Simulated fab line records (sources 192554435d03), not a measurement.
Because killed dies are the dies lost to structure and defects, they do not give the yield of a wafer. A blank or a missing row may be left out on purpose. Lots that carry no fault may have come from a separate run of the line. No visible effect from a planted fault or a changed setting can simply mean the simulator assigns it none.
Which of the tools did it?	flow n5-finfet	Sampling: 8 lots, 24 wafers, 6 of 1938 route steps

## WHAT EACH GAUGE READ, for each wafer
N5_HKMG_FIN_CD_MEAS_12 targets a cd of 92.8 nm.
lot	measured	on	cd-nm (nm)
L465	day 4 05:49	cd-sem-03	92.7 93.2 92.4
L466	day 4 10:31	cd-sem-02	92.3 92.5 92.3
L473	day 6 04:06	cd-sem-02	95.1 94.6 95.1
L476	day 6 21:55	cd-sem-02	95.1 94.8 94.3
L480	day 7 21:22	cd-sem-02	93.7 93.4 93.1
L482	day 8 10:26	cd-sem-01	92.7 92.0 93.3
L487	day 9 14:11	cd-sem-03	92.6 91.2 93.1
L488	day 9 21:03	cd-sem-03	92.7 92.4 92.6

N5_BEOL_M4_RC_MEAS_101.
lot	measured	on	DIBL_N (mV/V)	DIBL_P (mV/V)	IOFF_N (nA/um)	IOFF_P (nA/um)	ION_N (uA/um)	ION_P (uA/um)	SS_N (mV/dec)	SS_P (mV/dec)	VT_N (mV)	VT_P (mV)
L465	day 8 01:49	prober-01	40.2 36.2 35.2	39.4 35.4 33.2	0.24 0.16 0.12	0.28 0.19 0.16	688 679 653	460 461 446	72.3 71.2 71.2	72.9 72.6 72.5	244 250 254	-246 -251 -254
L466	day 7 16:28	prober-02	35.6 34.8 33.3	36.5 34.9 33.0	0.16 0.14 0.12	0.20 0.18 0.16	665 658 651	456 449 456	71.5 71.5 70.5	73.2 73.5 72.3	252 253 257	-252 -255 -254
L473	day 9 18:35	prober-01	37.0 37.0 36.8	39.3 39.2 38.2	0.16 0.16 0.15	0.25 0.23 0.23	656 679 663	464 465 462	71.9 72.1 71.5	73.5 73.6 74.0	251 251 250	-247 -251 -246
L476	day 10 21:47	prober-02	35.7 37.9 36.9	35.9 37.6 37.3	0.16 0.19 0.18	0.18 0.21 0.20	676 662 679	459 452 452	71.1 72.6 71.7	72.8 73.9 73.5	248 249 247	-253 -251 -253
L480	day 12 02:27	prober-01	38.7 38.9 36.7	38.5 40.0 36.8	0.21 0.22 0.17	0.23 0.26 0.20	690 701 681	466 469 461	72.0 71.7 71.6	74.1 74.2 74.4	246 245 247	-253 -249 -254
L482	day 12 04:41	prober-02	37.7 36.5 36.4	36.8 34.2 34.9	0.17 0.15 0.14	0.17 0.15 0.15	680 668 674	453 450 454	71.8 71.5 70.8	73.3 73.3 72.7	248 253 250	-259 -258 -259
L487	day 13 05:31	prober-02	36.2 34.7 35.2	34.5 33.2 33.5	0.15 0.13 0.14	0.20 0.17 0.18	660 667 661	455 455 450	72.0 70.9 71.3	73.7 73.3 73.4	249 250 251	-250 -255 -251
L488	day 13 08:58	prober-02	36.2 38.1 38.4	35.5 37.5 38.9	0.14 0.18 0.20	0.17 0.20 0.23	662 671 693	453 455 465	71.2 71.8 71.8	73.1 73.8 74.1	253 248 248	-256 -251 -253

## TOOL THAT RAN EACH LOT (tool first, then ch and the chambers of the sampled wafers, then the start)
lot	N5_HKMG_FIN_STRIP_57	N5_HKMG_FIN_ETCH_58	N5_HKMG_FIN_STRIP_93	N5_HKMG_FIN_PEB_10
L465	rie-diel-05 ch 1,3, day 4 02:56	rie-diel-05 ch 1,3, day 4 02:58	rie-diel-05 ch 1,3, day 4 03:23	litho-track-03 ch 0, day 4 05:45
L466	rie-diel-04 ch 2,3, day 4 07:20	rie-diel-04 ch 2,3, day 4 07:22	rie-diel-04 ch 2,3, day 4 07:47	litho-track-02 ch 0, day 4 10:27
L473	rie-diel-04 ch 1,2,3, day 6 00:37	rie-diel-04 ch 1,2,3, day 6 00:38	rie-diel-04 ch 1,2,3, day 6 01:03	litho-track-03 ch 0, day 6 04:02
L476	rie-diel-04 ch 0,1,3, day 6 18:43	rie-diel-04 ch 0,1,3, day 6 18:44	rie-diel-04 ch 0,1,3, day 6 19:10	litho-track-03 ch 0, day 6 21:51
L480	rie-diel-05 ch 0,1,3, day 7 18:21	rie-diel-05 ch 0,1,3, day 7 18:22	rie-diel-05 ch 0,1,3, day 7 18:48	litho-track-01 ch 0, day 7 21:17
L482	rie-diel-05 ch 2,3, day 8 07:26	rie-diel-05 ch 2,3, day 8 07:27	rie-diel-05 ch 2,3, day 8 07:53	litho-track-01 ch 0, day 8 10:22
L487	rie-diel-05 ch 0,1,3, day 9 11:11	rie-diel-05 ch 0,1,3, day 9 11:13	rie-diel-05 ch 0,1,3, day 9 11:38	litho-track-01 ch 0, day 9 14:07
L488	rie-diel-04 ch 1,3, day 9 17:58	rie-diel-04 ch 1,3, day 9 17:59	rie-diel-04 ch 1,3, day 9 18:25	litho-track-02 ch 0, day 9 20:59
- N5_HKMG_FIN_STRIP_57: strips in CF4.
- N5_HKMG_FIN_ETCH_58: etches SOC in N2/H2, target depth 215.8 nm, time 741 s.
- N5_HKMG_FIN_STRIP_93: strips SOC in N2/H2, time 20 s.
- N5_HKMG_FIN_PEB_10: peb time 60 s.

## AS READ BY THE TOOLS THEMSELVES (means over the sampled wafers that have a number; for cases with no such wafer, the mark the record gives instead)
N5_HKMG_FIN_STRIP_57.
lot	tool	bias-power-w (W)	drypump-motor-current-A (A)	oes-product-au (a.u.)	rf-fwd-power-W (W)	rf-vpp-V (V)	showerhead-plenum-p-Torr (Torr)	throttle-valve-pct (%)
L465	rie-diel-05	74.85	5.7	0.71	294.5	271.7	1.80	13.92
L466	rie-diel-04	75.04	5.9	0.70	294.3	271.5	1.80	13.75
L473	rie-diel-04	75.24	6.1	0.77	293.4	271.4	1.81	13.65
L476	rie-diel-04	75.04	6.0	0.86	293.8	272.2	1.84	13.65
L480	rie-diel-05	75.04	5.6	0.83	293.7	271.3	1.81	13.44
L482	rie-diel-05	75.20	5.3	0.76	292.4	270.2	1.78	13.47
L487	rie-diel-05	74.79	5.6	0.81	292.3	270.9	1.81	13.48
L488	rie-diel-04	74.90	6.2	0.80	291.8	273.7	1.87	13.73

N5_HKMG_FIN_ETCH_58.
lot	tool	drypump-motor-current-A (A)	h2-flow-sccm (sccm)	oes-product-au (a.u.)	rf-fwd-power-W (W)	rf-vpp-V (V)	showerhead-plenum-p-Torr (Torr)	throttle-valve-pct (%)
L465	rie-diel-05	5.8	199.2	0.70	874.3	99.1	2.55	17.92
L466	rie-diel-04	5.9	199.6	0.71	875.5	100.0	2.56	17.96
L473	rie-diel-04	6.1	200.4	0.77	874.5	99.2	2.58	17.90
L476	rie-diel-04	6.0	200.2	0.87	875.5	99.3	2.60	17.94
L480	rie-diel-05	5.6	199.7	0.83	874.6	98.7	2.57	17.54
L482	rie-diel-05	5.4	200.0	0.75	873.3	99.9	2.51	17.56
L487	rie-diel-05	5.6	200.4	0.81	872.2	99.4	2.56	17.58
L488	rie-diel-04	6.3	200.3	0.81	871.6	99.8	2.67	18.05

N5_HKMG_FIN_STRIP_93.
lot	tool	bias-power-w (W)	drypump-motor-current-A (A)	h2-flow-sccm (sccm)	oes-product-au (a.u.)	rf-fwd-power-W (W)	rf-vpp-V (V)	showerhead-plenum-p-Torr (Torr)	throttle-valve-pct (%)
L465	rie-diel-05	7.965	5.7	299.9	0.70	494.7	53.9	3.36	18.9
L466	rie-diel-04	8.015	6.0	299.5	0.71	496.9	54.2	3.38	19.1
L473	rie-diel-04	7.966	6.1	299.8	0.77	496.7	53.7	3.41	19.2
L476	rie-diel-04	8.020	6.0	299.7	0.88	496.7	54.3	3.44	19.2
L480	rie-diel-05	8.012	5.7	299.9	0.83	495.9	54.3	3.39	18.6
L482	rie-diel-05	8.014	5.3	300.0	0.76	497.2	53.8	3.32	18.7
L487	rie-diel-05	7.977	5.6	300.4	0.81	497.3	54.1	3.38	18.6
L488	rie-diel-04	8.025	6.2	300.3	0.79	495.3	53.9	3.52	19.3

## THE ANSWER, worked out from the rows above alone
Rule: the usual values come from the lots themselves. Put in order of their means at a reading, lots are off if they are a third of the lots or fewer, leave a main group of 4 or more, and stand apart from it by a gap of 3 or more times the standard deviation of the main group's means; of several such gaps the widest counts. The tables above print the reading to a certain number of digits; a main group whose means all agree to those digits is not used. Also off: a lot with no number at a reading for which 4 or more lots have one. Any other lot the step has rows for is counted as sound. Order of review: gauges by route order, followed by the tools' own readings, for which a lot's mean as printed above is used. At the first step where some lot is off, the reading lying furthest off is the one used; lots without a number count as furthest.
Off at N5_HKMG_FIN_CD_MEAS_12 (cd-nm): L473, L476. Mean 92.7 nm and standard deviation 0.36 in the main group.
A tool fits if, at a process step before that reading, it ran every lot that is off, and no sound lot after the first of them. Gauges at N5_HKMG_FIN_CD_MEAS_12: tried the same way as those tools. One candidate fits, namely litho-track-03 at N5_HKMG_FIN_PEB_10. Its last sound lot is L465 (day 4 05:45), its first lot that is off L473 (day 6 04:02): a fault that began between those two fits.

## WHAT WAS PUT IN BY THE SIMULATOR
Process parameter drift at N5_HKMG_FIN_PEB_10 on litho-track-03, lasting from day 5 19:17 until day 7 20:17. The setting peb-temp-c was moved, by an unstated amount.
Struck lots among those shown: L473, L476. The rule above found the same.
